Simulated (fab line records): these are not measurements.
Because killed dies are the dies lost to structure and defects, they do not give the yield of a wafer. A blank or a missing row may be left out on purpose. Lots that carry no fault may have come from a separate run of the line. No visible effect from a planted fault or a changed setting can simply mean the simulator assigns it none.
A struck lot beside a sound one | flow nand-harc | 14 steps out of a route of 1302
Sound: these wafers, L359.3, L359.5, L359.6. Struck: wafer L375.5. (L375.2, L375.3 of the same lot were not struck and are left out.) The cause comes at the end.
Order at every step that has rows: each side's tool, ch and its chambers, its first start. Under that, the readings that differ: sound wafers | struck wafers | difference of the means | sigmas: that difference in standard deviations of wafers without a fault.
alike: same words and numbers on both sides, and readings whose means sit less than 2 such deviations apart. not compared: any withheld reading, any reading some wafer has no value for, any bound like >300 that may hide the same value, and any number with overlapping values for which the record gives no deviation.
Wherever a step has rows on one side only, a row that says differs or no value, or a row with sigmas, the two part there. Numbers that don't overlap but have no deviation are shown without sigmas and don't part them. A reading that every wafer of one side lacks parts them only if that side has two wafers or more.

NHARC_A_STAIRCASE_HM_DEP_456: deposits aC, target thk 3100 nm.
  sound on acl-dep-02 ch 0, day 15 17:46; struck on acl-dep-03 ch 0, day 22 22:23
  alike: susceptor-temp-C, throttle-valve-pct
NHARC_A_STAIRCASE_DEP_259: deposits SiON, target thk 30 nm.
  sound on pecvd-03 ch 0,1,2, day 15 19:05; struck on pecvd-04 ch 2, day 22 23:56
  alike: heater-power-w, susceptor-temp-C
then, 9 steps without rows for these wafers: NHARC_A_STAIRCASE_DEHYDRATE_260 (time 120 s); NHARC_A_STAIRCASE_HMDS_261 (time 30 s); NHARC_A_STAIRCASE_COAT_262; NHARC_A_STAIRCASE_SOFTBAKE_263 (time 170 s); NHARC_A_STAIRCASE_EBR_264; NHARC_A_STAIRCASE_EXPOSE_265 (exposes mask CHOP 200); NHARC_A_STAIRCASE_PEB_266 (peb time 130 s); NHARC_A_STAIRCASE_DEVELOP_267 (time 140 s); NHARC_A_STAIRCASE_HARDBAKE_269 (time 140 s).
NHARC_A_STAIRCASE_DESCUM_270: chemistry O2, time 3 s.
  sound on rie-diel-09 ch 0,1,2, day 15 20:02; struck on rie-diel-04 ch 3, day 23 00:49
  reading                     | sound                | struck | difference | sigmas
  drypump-motor-current-A (A) | 5.3 5.5 5.4          | 6.3    | +0.9       | +2
  o2-flow-sccm (sccm)         | 200.9 200.6 199.8    | 160.0  | -40.4      | -71
  throttle-valve-pct (%)      | 11.319 11.305 11.300 | 10.151 | -1.157     | -99 or more
  alike: oes-product-au, rf-vpp-V, showerhead-plenum-p-Torr
  not compared: rf-hours-counter-h
NHARC_A_STAIRCASE_ETCH_271: etches the open film in CF4/CHF3.
  sound on rie-diel-09 ch 0,1,2, day 15 20:07; struck on rie-diel-04 ch 2, day 23 00:54
  alike: bias-w, drypump-motor-current-A, oes-product-au, rf-vpp-V, showerhead-plenum-p-Torr, throttle-valve-pct
  not compared: rf-hours-counter-h
NHARC_END_SORT_01:
  the record has rows for the sound wafers here (prober-02 ch 0, day 23 07:31) and none for the struck ones

WHERE THEY PART
First at NHARC_A_STAIRCASE_DESCUM_270; last, within this record, at NHARC_END_SORT_01.

WHY: what the simulator had put in
rie-diel-04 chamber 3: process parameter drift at NHARC_A_STAIRCASE_DESCUM_270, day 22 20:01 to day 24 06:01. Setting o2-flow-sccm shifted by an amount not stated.
